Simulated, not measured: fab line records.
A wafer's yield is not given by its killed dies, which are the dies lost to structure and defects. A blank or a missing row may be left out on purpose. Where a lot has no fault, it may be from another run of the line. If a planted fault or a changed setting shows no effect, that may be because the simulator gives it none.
Problem report in the 8D (eight disciplines) form, filled by code -- flow n5Finfet -- the parts of the form that need people (team, actions taken, sign-off) are left out

1. PROBLEM STATEMENT
heaterPowerTotalW at N5_FIN_CUT_COAT_18 reads a mean of 841.8 W on 6 wafers of 2 lots; wafers without a fault read 500.5 W with a standard deviation of 1.8. That is +99 or more standard deviations from the usual mean.
The step: time 60 s, resist thk 230 nm.
Earliest sighting: wafer L413.1 on lithoTrack-01 at day 4 09:57. The record holds 30 wafers of 10 lots with a number at this step. Rule for "out" (also "out of limits"): further than 4 standard deviations from the usual mean. The other wafers with a number count as sound.

2. WHAT IT IS; WHAT IT IS NOT
question,is,is not
which readings at this step,"heaterPowerTotalW, plateTempC",spinSpeedRpm
which lots,"L413, L416","L404, L406, L408, L415, L419, L425, L426, L427"
which wafers of those lots,all that have a number,-
read on which tools,lithoTrack-01,"lithoTrack-02, lithoTrack-03"
when,from day 4 09:57,"up to then (9 sound wafers); but 15 sound wafers of L415, L419, L425, L426, L427 came after"

3. SUSPECTS, AND WHAT RULES EACH OUT
Counting: a tool at any process step up to the reading remains a suspect when it ran all the lots that are out and ran no sound lot after the first of those.
- rieSi-03 at N5_FIN_SAQP_FIN_ETCH_36 (etches the open film in HBr/Cl2/O2, target depth 120 nm, time 50.4 s): kept. All lots that are out passed through it, beginning with L413 at day 4 09:38, and no sound lot followed; its final sound lot before that point was L404 at day 2 03:59.
- lithoTrack-01 at N5_FIN_CUT_COAT_18 (time 60 s, resist thk 230 nm): ruled out as a lasting fault. The sound lots L427 went through it after L413, its earliest lot that is out (day 4 09:57).
Left after counting: rieSi-03 at N5_FIN_SAQP_FIN_ETCH_36.

4. THE CAUSE (what the simulator had put in)
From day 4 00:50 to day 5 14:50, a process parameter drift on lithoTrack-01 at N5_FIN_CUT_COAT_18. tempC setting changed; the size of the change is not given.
Counting ruled it out, wrongly.

5. THE CHAIN OF EFFECTS, in route order
Rows list readings where the struck wafers' mean (over those with a number) sits beyond 3 standard deviations from the usual. Scope: only readings with a usual standard deviation given in the record; hours: median across lots of the time from each lot's start at the first step in this table that gives one to its start at this step; sigmas: change in usual standard deviations.
hours,step,reading,usual,on struck wafers,change,sigmas
0,N5_FIN_CUT_COAT_18,heaterPowerTotalW,500.5 W,841.8,+341.3,+99 or more
0,N5_FIN_CUT_COAT_18,plateTempC,250.00 C,268.24,+18.24,+91
Process steps it contains:
- N5_FIN_CUT_COAT_18: time 60 s, resist thk 230 nm.
Later measuring or inspecting steps at which every struck wafer that the step has a row for has a number for every such reading, and none has moved that far: N5_BEOL_M4_RC_MEAS_101.

6. WHAT WOULD HAVE CAUGHT IT SOONER
First out-of-limits reading in this record: day 4 09:57, which is 9 hours after fault onset at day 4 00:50.
